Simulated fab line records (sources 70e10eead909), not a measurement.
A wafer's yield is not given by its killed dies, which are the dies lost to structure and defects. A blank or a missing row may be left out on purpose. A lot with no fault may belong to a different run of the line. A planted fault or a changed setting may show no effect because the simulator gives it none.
fab line records	flow nandHarc
record: lots: 15	wafers: 45	lastDay: 33
route steps=1302 shown A_DECK1_JOINT@530 A_ONON_D2@550 A_CHANNEL_HOLE_D2@570
lots untouched by any fault: they come from a run of this same line in which no faults occurred
startH: the number of hours between the record's first day and the start of the first shown wafer of the lot	waitH: hours elapsed since this lot's preceding step	" repeats the value in the row above	L1.1+2: a row that stands for several wafers	- either no value or no given start	* or withheld: withheld	< > ~ a bound
route shown NAME@n: NAME is a module with steps in the file, n the number in the route of the first one	usual: mean and standard deviation over wafers with no fault	same: alike in all rows	chamber/n: place in a boat	sites: per-site readings	_std_site: standard deviation across them	_edge_site: outer sites' mean less inner sites'	radiusMm: how far each site lies from the wafer's centre	mask NAME#n: copy n	behind: the tool/chamber that last shaped the wafer	hold: cause of the lot's hold/its duration in hours/its outcome	device: the transistor (n, p or np) that didn't switch	end of line: tests of these same wafers at the route's end	for a step that has no rows: nothing shown but its recipe	killed: not the wafer's yield, but the dies lost to structure and defects at the first sort	map: a wafer's dies, marking killed ones x, the rest . and places with no die _
set.NAME: the setting as run; set.NAME@STEP: as run at that earlier step	model.NAME: the simulator's own value behind a step, which no gauge read
the route's steps for a sample of lots (tables are steps, rows are wafers)
services: the hour from which a tool's chamber was out of use, counted from the record's first day as startH (under 0 if before that day), plus the number of hours and why
== steps ==
step: NHARC_A_DECK1_JOINT_ETCHBACK_00
recipe: targetDepthA: 300	timeS: 17.4	hbrFlowSccm: 150	rfW: 350	icpW: 350	biasW: 60	chemistry: HBr
usual: drypumpMotorCurrentA: 5.6/0.46	oesProductAu: 1.000/0.011	throttleValvePct: 23.266/0.0086
lot.wafer	tool	chamber	startH	waitH	drypumpMotorCurrentA	oesProductAu	rfHoursCounterH	throttleValvePct
L931.4	rieSi-01	0	261.20	0.1	5.7	1.005	0.4	23.266
L931.3	"	1	"	"	6.0	0.996	0.4	23.265
L931.1	"	3	"	"	4.7	0.997	0.4	23.267
L932.3	rieSi-04	0	264.22	0.1	5.2	1.000	0.6	23.256
L932.2	"	2	"	"	6.0	0.993	0.6	23.257
L932.6	"	1	"	"	5.6	0.997	-	23.280
L934.2	rieSi-05	1	280.78	0.1	5.9	1.018	0.9	23.257
L934.6	"	2	"	"	6.3	1.020	-	23.275
L934.5	"	3	"	"	5.8	1.003	-	23.258
L937.1	rieSi-01	1	312.76	0.1	6.0	0.985	0.7	23.277
L937.2	"	2	"	"	6.0	0.985	0.7	23.270
L937.6	"	0	"	"	5.8	1.007	-	23.244
L942.1	rieSi-04	1	367.40	0.1	5.6	0.995	0.1	23.276
L942.6	"	3	"	"	5.1	0.975	-	23.258
L942.4	"	0	"	"	5.2	1.005	-	23.268
L944.4	rieSi-01	0	388.21	0.1	5.8	0.987	0.0	23.269
L944.1	"	1	"	"	6.0	1.002	0.0	23.271
L944.2	"	2	"	"	6.0	1.002	0.0	23.272
L945.3	rieSi-01	1	399.45	0.1	6.0	1.016	0.1	23.283
L945.4	"	1	"	"	6.0	1.009	-	23.273
L945.6	"	2	"	"	6.0	1.014	-	23.260
L946.2	rieSi-05	2	399.47	0.1	6.3	1.018	0.7	23.269
L946.1	"	3	"	"	5.8	1.003	0.7	23.278
L946.3	"	1	"	"	5.9	0.990	0.6	23.243
L947.1	rieSi-01	2	405.19	0.1	6.0	0.998	0.1	23.270
L947.6	"	2	"	"	6.0	1.009	-	23.262
L947.5	"	3	"	"	4.7	1.011	-	23.260
L948.2	rieSi-04	1	420.52	0.1	5.6	1.003	0.4	23.270
L948.5	"	3	"	"	5.1	0.991	-	23.255
L948.6	"	0	"	"	5.2	1.008	-	23.273
L950.2	rieSi-04	0	431.69	0.1	5.2	1.010	0.5	23.264
L950.1	"	1	"	"	5.6	0.995	0.5	23.255
L950.5	"	2	"	"	5.9	0.989	-	23.272
L951.2	rieSi-05	3	441.23	0.1	5.8	0.999	1.0	23.269
L951.3	"	1	"	"	5.9	0.986	0.9	23.258
L951.5	"	0	"	"	6.1	1.005	-	23.258
L952.3	rieSi-04	1	469.66	0.1	5.6	1.004	0.7	23.259
L952.1	"	3	"	"	5.1	0.988	0.9	23.268
L952.2	"	0	"	"	5.1	1.007	0.8	23.268
L954.4	rieSi-05	3	475.53	0.1	5.8	0.996	1.2	23.259
L954.2	"	2	"	"	6.3	0.992	1.1	23.261
L954.6	"	0	"	"	6.1	1.012	-	23.273
L953.1	rieSi-04	0	475.55	0.1	5.2	1.010	0.8	23.265
L953.2	"	1	"	"	5.6	1.010	0.7	23.272
L953.4	"	3	"	"	5.1	0.991	0.9	23.267
step: NHARC_A_ONON_D2_THK_MEAS_08
recipe: thkMeasGauge: ellipsometry
usual: thkNm: 1000/8.5
lot.wafer	tool	chamber	startH	waitH	thkNm
L932.2	filmMetro-01	-	287.12	-	1012
L932.3	"	-	"	"	1012
L932.6	"	-	"	"	1010
L931.1	filmMetro-02	-	287.49	-	992
L931.3	"	-	"	"	991
L931.4	"	-	"	"	991
L934.2	filmMetro-02	-	304.20	-	1002
L934.5	"	-	"	"	1005
L934.6	"	-	"	"	1004
L937.1	filmMetro-01	-	334.05	-	1004
L937.2	"	-	"	"	1004
L937.6	"	-	"	"	1003
L942.1	filmMetro-02	-	391.83	-	994
L942.4	"	-	"	"	995
L942.6	"	-	"	"	993
L944.1	filmMetro-01	-	413.11	-	992
L944.2	"	-	"	"	990
L944.4	"	-	"	"	989
L946.1	filmMetro-02	-	422.91	-	993
L946.2	"	-	"	"	994
L946.3	"	-	"	"	993
L945.3	filmMetro-01	-	423.04	-	1012
L945.4	"	-	"	"	1014
L945.6	"	-	"	"	1012
L947.1	filmMetro-02	-	433.47	-	990
L947.5	"	-	"	"	992
L947.6	"	-	"	"	991
L948.2	filmMetro-01	-	445.41	-	990
L948.5	"	-	"	"	991
L948.6	"	-	"	"	991
L950.1	filmMetro-01	-	457.60	-	1008
L950.2	"	-	"	"	1006
L950.5	"	-	"	"	1007
L951.2	filmMetro-01	-	464.81	-	996
L951.3	"	-	"	"	994
L951.5	"	-	"	"	995
L952.1	filmMetro-01	-	494.09	-	999
L952.2	"	-	"	"	997
L952.3	"	-	"	"	997
L954.2	filmMetro-01	-	507.95	-	1001
L954.4	"	-	"	"	1001
L954.6	"	-	"	"	999
L953.1	filmMetro-02	-	507.96	-	999
L953.2	"	-	"	"	998
L953.4	"	-	"	"	999
step: NHARC_A_CHANNEL_HOLE_D2_DEP_00
recipe: targetThkA: 31000	tempC: 400	material: aC
usual: susceptorTempC: 399.97/0.2	throttleValvePct: 35.000/0.0089
lot.wafer	tool	chamber	startH	waitH	susceptorTempC	throttleValvePct
L932.2	aclDep-02	0	309.06	10.3	399.85	34.997
L932.3	"	0	"	"	400.06	35.007
L932.6	"	0	"	"	400.34	35.004
L931.1	aclDep-02	0	310.65	11.9	400.22	35.001
L931.3	"	0	"	"	400.21	35.004
L931.4	"	0	"	"	399.91	35.000
L934.2	aclDep-03	0	324.05	7.9	-	35.000
L934.5	"	0	"	"	-	34.989
L934.6	"	0	"	"	-	34.992
L934.2	aclDep-03	0	327.80	3.4	-	35.012
L934.5	"	0	"	"	-	35.004
L934.6	"	0	"	"	-	34.997
L937.1	aclDep-01	0	352.07	6.4	399.78	35.020
L937.2	"	0	"	"	399.72	35.019
L937.6	"	0	353.66	8.0	399.97	35.007
L937.1	aclDep-01	0	357.19	4.8	400.05	35.003
L937.2	"	0	"	"	400.38	35.010
L937.6	"	0	358.78	4.8	400.40	34.999
L942.1	aclDep-02	0	406.40	0.3	-	35.003
L942.4	"	0	"	"	-	34.997
L942.6	"	0	"	"	-	35.003
L942.1	aclDep-03	0	409.46	2.7	-	34.983
L942.4	"	0	"	"	-	34.981
L942.6	"	0	"	"	-	34.991
L944.1	aclDep-02	0	423.29	0.1	400.05	34.987
L944.2	"	0	"	"	400.12	35.003
L944.4	"	0	"	"	400.30	35.007
L946.1	aclDep-03	0	434.71	0.1	399.62	34.996
L946.2	"	0	"	"	400.23	34.997
L946.3	"	0	"	"	399.52	34.995
L945.3	aclDep-01	0	435.44	0.7	-	34.984
L945.4	"	0	"	"	-	35.004
L945.6	"	0	"	"	-	35.008
L947.1	aclDep-03	0	446.25	0.1	-	35.005
L947.5	"	0	447.51	1.3	-	35.002
L947.6	"	0	"	"	-	34.977
L948.2	aclDep-02	0	460.23	1.2	400.08	34.992
L948.5	"	0	"	"	400.12	34.997
L948.6	"	0	"	"	400.31	35.013
L950.1	aclDep-02	0	469.50	0.1	-	34.984
L950.2	"	0	"	"	-	35.002
L950.5	"	0	"	"	-	35.002
L951.2	aclDep-02	0	478.36	1.1	399.81	35.005
L951.3	"	0	"	"	399.61	34.999
L951.5	"	0	"	"	400.16	34.998
L952.1	aclDep-01	0	508.45	2.6	399.92	34.998
L952.2	"	0	"	"	399.93	35.012
L952.3	"	0	"	"	400.14	34.984
L954.2	aclDep-02	0	525.56	6.0	400.21	34.998
L954.4	"	0	"	"	400.19	35.001
L954.6	"	0	"	"	400.09	35.008
L953.1	aclDep-01	0	525.62	6.0	399.82	34.997
L953.2	"	0	"	"	400.13	35.002
L953.4	"	0	"	"	399.98	34.992
step: NHARC_A_CHANNEL_HOLE_D2_INSPECT_12
usual: rawDefectCount: 30/22
lot.wafer	tool	chamber	startH	waitH	rawDefectCount
L932.2	defectInspect-01	-	311.53	0.0	39
L932.3	"	-	"	"	64
L932.6	"	-	"	"	56
L931.1	defectInspect-02	-	313.31	0.0	41
L931.3	"	-	"	"	46
L931.4	"	-	"	"	37
L934.2	defectInspect-01	-	330.24	0.0	4
L934.5	"	-	"	"	5
L934.6	"	-	"	"	2
L937.1	defectInspect-02	-	359.84	0.0	6
L937.2	"	-	"	"	6
L937.6	"	-	"	"	4
L942.1	defectInspect-01	-	412.50	0.0	46
L942.4	"	-	"	"	44
L942.6	"	-	"	"	58
L944.1	defectInspect-02	-	426.09	0.0	11
L944.2	"	-	"	"	10
L944.4	"	-	"	"	14
L946.1	defectInspect-02	-	437.37	0.0	13
L946.2	"	-	"	"	13
L946.3	"	-	"	"	13
L945.3	defectInspect-02	-	437.56	0.0	48
L945.4	"	-	"	"	51
L945.6	"	-	"	"	54
L947.1	defectInspect-02	-	449.00	0.0	57
L947.5	"	-	"	"	55
L947.6	"	-	"	"	57
L948.2	defectInspect-02	-	462.56	0.0	14
L948.5	"	-	"	"	10
L948.6	"	-	"	"	14
L950.1	defectInspect-01	-	472.25	0.0	25
L950.2	"	-	"	"	14
L950.5	"	-	"	"	14
L951.2	defectInspect-02	-	480.87	0.0	15
L951.3	"	-	"	"	17
L951.5	"	-	"	"	25
L952.1	defectInspect-01	-	511.24	0.0	6
L952.2	"	-	"	"	3
L952.3	"	-	"	"	3
L954.2	defectInspect-01	-	528.00	0.0	27
L954.4	"	-	"	"	23
L954.6	"	-	"	"	19
L953.1	defectInspect-02	-	528.40	0.0	30
L953.2	"	-	"	"	30
L953.4	"	-	"	"	24
== services ==
tool	chamber	startH	hours	kind
aclDep-02	-	244.83	13.0	pm
aclDep-03	-	267.13	5.3	repair
aclDep-01	-	302.08	41.7	repair
aclDep-03	-	302.58	13.0	pm
rieSi-05	0	304.98	49.1	repair
rieSi-05	-	305.00	9.0	pm
aclDep-03	-	332.02	3.6	repair
rieSi-05	1	337.45	0.9	repair
rieSi-04	-	342.00	9.0	pm
rieSi-04	0	342.00	9.0	ventCycle
rieSi-04	1	342.00	9.0	ventCycle
rieSi-04	2	342.00	9.0	ventCycle
rieSi-04	2	366.18	6.6	repair
aclDep-01	-	368.97	13.0	pm
rieSi-01	-	370.00	9.0	pm
rieSi-01	0	396.46	8.3	repair
aclDep-02	-	427.47	13.0	pm
rieSi-05	1	477.25	13.9	repair
rieSi-05	-	482.00	9.0	pm
aclDep-03	-	483.58	13.0	pm
rieSi-05	-	491.45	0.6	repair
rieSi-05	-	505.61	0.5	repair
rieSi-04	2	507.07	6.0	repair
rieSi-04	-	519.00	9.0	pm
== key ==
firstSign: step: NHARC_A_CHANNEL_HOLE_D2_DEP_00	reading: visit	direction: added
effect none on later readings
metAt NHARC_A_CHANNEL_HOLE_D2_DEP_00
struckLots L934,L937,L942
laterRowsLeftOut L934.2,L934.5,L934.6,L937.1,L937.2,L937.6,L942.1,L942.4,L942.6
sortLeftOut L934.2,L934.5,L934.6,L937.1,L937.2,L937.6,L942.1,L942.4,L942.6
testerLeftOut L934,L937,L942
notActingAt NHARC_A_DECK1_JOINT_ETCHBACK_00,NHARC_A_ONON_D2_THK_MEAS_08,NHARC_A_CHANNEL_HOLE_D2_INSPECT_12
fault: kind: repeatedStepWhole	tool: aclDep-01,aclDep-02,aclDep-03	chamber: -	onsetH: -	steps: NHARC_A_CHANNEL_HOLE_D2_DEP_00	times: 1	scope: struckLotsOnly
testerLeftOut: of these lots the tester's yield and bins aren't shown, on N5 and GAA mostly nor the transistor test; their killed dies are dies lost to structure and defects alone, not to doping, threshold or leakage, so they don't give the yield
sortLeftOut: the simulated sort isn't trusted on such a fault, so these wafers' sort isn't shown, and their yield isn't known
laterRowsLeftOut: the simulator's readings of these wafers behind a module that went badly wrong aren't trusted and aren't shown, but for the sort
